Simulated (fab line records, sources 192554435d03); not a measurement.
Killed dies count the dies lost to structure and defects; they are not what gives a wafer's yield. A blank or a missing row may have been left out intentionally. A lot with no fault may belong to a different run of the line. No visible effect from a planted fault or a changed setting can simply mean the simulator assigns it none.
Which of the tools did it?    flow n5-finfet    28 wafers sampled from 10 lots at 1 step of a route of 1938

== WHAT THE GAUGES READ, wafer by wafer ==
N5_BEOL_M6_CD_MEAS_18: pitch 80 nm, target cd 40 nm.
lot   measured      on         cd-nm (nm)
L766  day 10 01:27  cd-sem-03  40.3 39.8 40.1
L769  day 10 22:35  cd-sem-02  39.9 39.3 39.5
L767  day 10 23:51  cd-sem-03  39.9 40.2 39.8
L771  day 11 06:29  cd-sem-03  39.8 39.6 40.6
L780  day 13 10:40  cd-sem-03  40.3 39.6 40.3
L781  day 13 19:19  cd-sem-01  40.3 40.0
L782  day 14 05:35  cd-sem-03  39.3 39.4
L783  day 14 08:22  cd-sem-02  39.4 40.2 39.7
L784  day 14 14:58  cd-sem-02  39.2 40.3 40.0
L785  day 14 18:18  cd-sem-03  40.2 40.3 39.6

== TOOL THAT RAN EACH LOT (tool first, then ch and the chambers of the sampled wafers, then the start) ==
No process step before these readings appears in the record.

== AS READ BY THE TOOLS THEMSELVES (means over the sampled wafers that have a number; for cases with no such wafer, the mark the record gives instead) ==
The record holds no such reading with a usual standard deviation.

== THE ANSWER, worked out from the rows above alone ==
Rule: usual is defined by the lots themselves. Put in order of their means at a reading, lots are off if they are a third of the lots or fewer, leave a main group of 4 or more, and stand apart from it by a gap of 3 or more times the standard deviation of the main group's means; of several such gaps the widest counts. A main group whose means are all the same, to the digits that the tables above print for the reading, isn't used. Also off: a lot with no number at a reading for which 4 or more lots have one. The other lots that the step has rows for count as sound. The gauges are gone through in route order, then the tools' own readings, and for those a lot's mean is taken as printed above. The first step at which some lot is off is used, and at that step the reading that is off furthest; a lot without a number counts as furthest.
No lot is off at any reading shown: from this, nothing can be told.

== WHAT HAD BEEN PUT IN BY THE SIMULATOR ==
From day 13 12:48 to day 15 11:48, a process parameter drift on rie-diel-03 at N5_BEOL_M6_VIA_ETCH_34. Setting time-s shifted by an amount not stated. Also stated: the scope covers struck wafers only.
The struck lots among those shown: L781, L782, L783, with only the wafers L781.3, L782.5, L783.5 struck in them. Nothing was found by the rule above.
